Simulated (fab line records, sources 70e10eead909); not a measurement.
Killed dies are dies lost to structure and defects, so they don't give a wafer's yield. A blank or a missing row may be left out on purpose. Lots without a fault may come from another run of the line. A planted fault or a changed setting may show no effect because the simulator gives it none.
Chamber matching | flow nand_harc | NHARC_A_STAIRCASE_ETCH_169 on rie_diel-04: 4 sister chambers
The step etches the open film in CH3F/O2, target depth 50 nm, time 107.1 s. 4 wafers are shown with their chamber, then 12 later ones without.

WAFERS WITH THEIR CHAMBER
wafer  | chamber | drypump_motor_current_A (A)
L087.3 | 3       | 5.6
L089.6 | 2       | 5.6
L091.1 | 0       | 6.7
L091.5 | 1       | 4.7

WAFERS WITHOUT THEIR CHAMBER
wafer  | drypump_motor_current_A (A)
L092.2 | 4.7
L092.4 | 5.6
L092.5 | 4.6
L094.1 | 5.6
L094.3 | 5.6
L094.5 | 5.6
L095.1 | 6.7
L095.4 | 5.6
L095.6 | 6.7
L096.1 | 5.6
L096.5 | 4.7
L096.6 | 5.6

WHICH CHAMBER EACH WENT THROUGH
wafer  | from the rows above     | in truth
L092.2 | 1                       | 1
L092.4 | can't be placed: 2 or 3 | 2
L092.5 | 1                       | 1
L094.1 | can't be placed: 2 or 3 | 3
L094.3 | can't be placed: 2 or 3 | 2
L094.5 | can't be placed: 2 or 3 | 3
L095.1 | 0                       | 0
L095.4 | can't be placed: 2 or 3 | 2
L095.6 | 0                       | 0
L096.1 | can't be placed: 2 or 3 | 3
L096.5 | 1                       | 1
L096.6 | can't be placed: 2 or 3 | 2
Placed correctly: 5 of 12. Can't be placed from these rows: 7 (the true chamber is among the candidates in 7). Placed wrongly: 0.
How it was worked out, from the rows above alone: a wafer's distance from a chamber is the root of the sum, over the readings, of the square of ((its reading less the chamber's mean) divided by the reading's scatter). The wafer belongs to the nearest chamber; if the next one is less than 2 further off, it can't be placed. A chamber's mean is the mean of its shown wafers. The scatter: with one shown wafer a chamber, the root of the mean of the squares of how far each hidden wafer lies from its nearest shown one.
